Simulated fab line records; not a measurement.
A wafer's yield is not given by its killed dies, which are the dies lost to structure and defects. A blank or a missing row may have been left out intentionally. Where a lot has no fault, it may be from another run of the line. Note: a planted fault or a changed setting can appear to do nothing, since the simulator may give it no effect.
The tool behind it: which one? + flow nandHarc + 39 wafers from 13 lots sampled at 6 of the route's 1302 steps

== WHAT THE GAUGES READ, wafer by wafer ==
NHARC_A_ZERO_WELL_INSPECT_17. Usual: 11 for rawDefectCount, sd 6.
| lot  | measured     | on               | rawDefectCount | flag |
|------|--------------|------------------|----------------|------|
| L653 | day 7 09:56  | defectInspect-01 | 10 11 6        |      |
| L655 | day 8 01:43  | defectInspect-01 | 9 5 13         |      |
| L654 | day 8 04:01  | defectInspect-01 | 8 10 7         |      |
| L656 | day 8 13:06  | defectInspect-02 | 5 7 6          |      |
| L657 | day 9 01:44  | defectInspect-02 | 26 15 16       |      |
| L658 | day 9 06:54  | defectInspect-01 | 10 7 4         |      |
| L660 | day 10 08:23 | defectInspect-01 | 15 14 22       |      |
| L661 | day 10 09:21 | defectInspect-01 | 25 13 5        |      |
| L665 | day 12 23:04 | defectInspect-02 | 22 7 6         |      |
| L667 | day 13 00:29 | defectInspect-02 | 14 14 23       |      |
| L668 | day 13 13:58 | defectInspect-02 | 6 12 10        |      |
| L674 | day 15 22:37 | defectInspect-02 | 12 10 17       |      |
| L675 | day 16 12:28 | defectInspect-02 | 18 21 20       |      |

NHARC_A_ONON_D1_THK_MEAS_08: measures by ellipsometry. Usual: 999 nm for thkNm, sd 13.
| lot  | measured     | on           | thkNm (nm)     | flag |
|------|--------------|--------------|----------------|------|
| L653 | day 8 10:01  | filmMetro-01 | 989 988 988    |      |
| L655 | day 9 03:23  | filmMetro-01 | 979 980 978    |      |
| L654 | day 9 03:21  | filmMetro-01 | 978 981 981    |      |
| L656 | day 9 12:29  | filmMetro-01 | 996 998 999    |      |
| L657 | day 10 01:21 | filmMetro-01 | 987 986 986    |      |
| L658 | day 10 05:13 | filmMetro-01 | 985 987 987    |      |
| L660 | day 11 07:37 | filmMetro-02 | 981 979 981    |      |
| L661 | day 11 07:36 | filmMetro-01 | 1020 1019 1022 |      |
| L665 | day 13 21:31 | filmMetro-02 | 862 864 862    | OFF  |
| L667 | day 13 21:19 | filmMetro-02 | 1010 1009 1011 |      |
| L668 | day 14 13:58 | filmMetro-02 | 865 865 865    | OFF  |
| L674 | day 17 05:55 | filmMetro-02 | 1002 1003 1002 |      |
| L675 | day 17 19:38 | filmMetro-02 | 1004 1005 1005 |      |

NHARC_A_ONON_D1_THK_MEAS_21: measures by ellipsometry. Usual: 1002 nm for thkNm, sd 11.
| lot  | measured     | on           | thkNm (nm)     | flag |
|------|--------------|--------------|----------------|------|
| L653 | day 8 21:22  | filmMetro-01 | 1008 1007 1008 |      |
| L655 | day 9 13:10  | filmMetro-01 | 1007 1008 1006 |      |
| L654 | day 9 13:11  | filmMetro-02 | 1000 1003 1002 |      |
| L656 | day 9 22:25  | filmMetro-02 | 1021 1020 1020 |      |
| L657 | day 10 11:14 | filmMetro-02 | 987 987 989    |      |
| L658 | day 10 17:10 | filmMetro-02 | 1008 1005 1007 |      |
| L660 | day 11 17:06 | filmMetro-02 | 1002 1001 1001 |      |
| L661 | day 11 17:05 | filmMetro-01 | 1029 1030 1028 |      |
| L665 | day 14 08:01 | filmMetro-01 | 1009 1009 1008 |      |
| L667 | day 14 08:23 | filmMetro-01 | 1012 1011 1011 |      |
| L668 | day 15 00:05 | filmMetro-01 | 994 996 997    |      |
| L674 | day 17 19:46 | filmMetro-02 | 1004 1003 1004 |      |
| L675 | day 18 05:07 | filmMetro-02 | 999 1000 998   |      |

NHARC_END_SORT_01. Usual: killedAtArray 54, standard deviation 23; killedAtOther 1.2, standard deviation 1.5; killedAtPeriphery 3.9, standard deviation 2.5; killedDies 59, standard deviation 23; killedOpen 3.2, standard deviation 1.7; killedShort 2.4, standard deviation 1.6.
| lot  | measured     | on        | killedAtArray | killedAtOther | killedAtPeriphery | killedDies  | killedOpen | killedShort | flag |
|------|--------------|-----------|---------------|---------------|-------------------|-------------|------------|-------------|------|
| L653 | day 24 21:56 | prober-02 | 57 65 69      | 1 0 1         | 6 5 7             | 64 70 77    | 4 1 3      | 1 2 1       |      |
| L656 | day 27 00:42 | prober-01 | 55 58 67      | 2 3 0         | 1 3 2             | 58 64 69    | 3 3 2      | 5 0 2       |      |
| L660 | day 28 01:27 | prober-01 | 28 26 27      | 6 5 3         | 6 4 4             | 40 35 34    | 3 2 4      | 0 5 2       |      |
| L661 | day 28 01:28 | prober-02 | 78 70 83      | 0 0 1         | 6 4 4             | 84 74 88    | 4 4 4      | 2 6 2       |      |
| L665 | day 31 14:07 | prober-02 | 94 97 93      | 5 0 3         | 8 7 4             | 107 104 100 | 5 5 2      | 4 0 2       |      |
| L667 | day 30 17:50 | prober-01 | 74 84 73      | 1 0 2         | 7 3 7             | 82 87 82    | 1 1 3      | 1 2 2       |      |
| L674 | day 33 18:08 | prober-01 | 66 77 61      | 0 0 0         | 2 0 5             | 68 77 66    | 4 2 3      | 3 4 1       |      |

== EACH LOT AND THE TOOL THAT RAN IT (in order: tool; ch and the chambers of the sampled wafers; start) ==
| lot  | NHARC_A_ZERO_WELL_DESCUM_12       | NHARC_A_ONON_D1_DEP_06          |
|------|-----------------------------------|---------------------------------|
| L653 | rieDiel-05 ch 0,2,3, day 7 08:38  | pecvdOnon-01 ch 0, day 8 09:30  |
| L655 | rieDiel-05 ch 0,2,3, day 8 00:23  | pecvdOnon-04 ch 0, day 9 02:51  |
| L654 | rieDiel-05 ch 0,1,3, day 8 02:43  | pecvdOnon-01 ch 0, day 9 02:51  |
| L656 | rieDiel-03 ch 0,1, day 8 11:49    | pecvdOnon-04 ch 0, day 9 12:06  |
| L657 | rieDiel-05 ch 1,2,3, day 9 00:25  | pecvdOnon-01 ch 0, day 10 00:50 |
| L658 | rieDiel-03 ch 0,1, day 9 05:35    | pecvdOnon-04 ch 0, day 10 04:50 |
| L660 | rieDiel-05 ch 0,1,2, day 10 07:04 | pecvdOnon-01 ch 0, day 11 07:06 |
| L661 | rieDiel-05 ch 0,1,3, day 10 08:03 | pecvdOnon-04 ch 0, day 11 07:05 |
| L665 | rieDiel-05 ch 0,2, day 12 21:37   | pecvdOnon-04 ch 0, day 13 21:01 |
| L667 | rieDiel-08 ch 0,2, day 12 22:35   | pecvdOnon-02 ch 0, day 13 20:49 |
| L668 | rieDiel-05 ch 0,1,2, day 13 12:37 | pecvdOnon-04 ch 0, day 14 13:31 |
| L674 | rieDiel-05 ch 1,2, day 15 21:19   | pecvdOnon-02 ch 0, day 17 05:25 |
| L675 | rieDiel-05 ch 0,3, day 16 10:54   | pecvdOnon-02 ch 0, day 17 19:09 |
- NHARC_A_ZERO_WELL_DESCUM_12: chemistry O2, time 3 s.
- NHARC_A_ONON_D1_DEP_06: target thk 1000 nm.

== AS READ BY THE TOOLS THEMSELVES (means over the sampled wafers that have a number; for cases with no such wafer, the mark the record gives instead) ==
NHARC_A_ZERO_WELL_DESCUM_12. Usual: drypumpMotorCurrentA 5.5 A, standard deviation 0.4; oesProductAu 1.002 a.u., standard deviation 0.0065; rfVppV 57.8 V, standard deviation 0.86; showerheadPlenumPTorr 1.92 Torr, standard deviation 0.098; throttleValvePct 11.311 %, standard deviation 0.0098.
| lot  | tool       | drypumpMotorCurrentA (A) | oesProductAu (a.u.) | rfVppV (V) | showerheadPlenumPTorr (Torr) | throttleValvePct (%) | flag |
|------|------------|--------------------------|---------------------|------------|------------------------------|----------------------|------|
| L653 | rieDiel-05 | 5.4                      | 1.007               | 58.2       | 1.92                         | 11.310               |      |
| L655 | rieDiel-05 | 5.5                      | 0.998               | 57.8       | 1.92                         | 11.303               |      |
| L654 | rieDiel-05 | 5.3                      | 1.003               | 57.5       | 1.95                         | 11.307               |      |
| L656 | rieDiel-03 | 6.2                      | 0.999               | 57.0       | 1.80                         | 11.309               |      |
| L657 | rieDiel-05 | 5.6                      | 1.005               | 58.3       | 1.90                         | 11.321               |      |
| L658 | rieDiel-03 | 5.6                      | 0.999               | 56.9       | 1.78                         | 11.312               |      |
| L660 | rieDiel-05 | 5.6                      | 1.008               | 57.7       | 1.98                         | 11.306               |      |
| L661 | rieDiel-05 | 5.3                      | 1.005               | 58.0       | 1.94                         | 11.304               |      |
| L665 | rieDiel-05 | 5.5                      | 0.991               | 58.1       | 2.00                         | 11.314               |      |
| L667 | rieDiel-08 | 5.3                      | 0.998               | 57.8       | 1.82                         | 11.316               |      |
| L668 | rieDiel-05 | 5.6                      | 0.996               | 58.5       | 1.98                         | 11.313               |      |
| L674 | rieDiel-05 | 5.8                      | 0.999               | 57.8       | 1.97                         | 11.308               |      |
| L675 | rieDiel-05 | 5.1                      | 1.009               | 57.7       | 1.87                         | 11.310               |      |

== THE ANSWER, worked out from the rows above alone ==
Rule: lot off if the mean of its wafers having a number is beyond 3 standard deviations from the usual mean. Also off: a lot with no number at a reading for which 4 or more lots have one. The other lots that the step has rows for count as sound. After the gauges, taken in route order, come the tools' own readings; for these a lot's mean is taken, as printed above. At the first step where some lot is off, the reading lying furthest off is the one used; lots without a number count as furthest.
Off at NHARC_A_ONON_D1_THK_MEAS_08 (thkNm): L665, L668.
A tool fits if, at a process step before that reading, it ran every lot that is off, and no sound lot after the first of them. Gauges at NHARC_A_ONON_D1_THK_MEAS_08: tried the same way as those tools. One candidate fits, namely pecvdOnon-04 at NHARC_A_ONON_D1_DEP_06. Its last sound lot is L661 (day 11 07:05), its first lot that is off L665 (day 13 21:01): a fault that began between those two fits.

== WHAT HAD BEEN PUT IN BY THE SIMULATOR ==
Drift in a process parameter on pecvdOnon-04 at NHARC_A_ONON_D1_DEP_06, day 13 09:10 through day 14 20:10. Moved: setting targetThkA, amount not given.
Shown lots that were struck: L665, L668. The rule above reached the same finding.
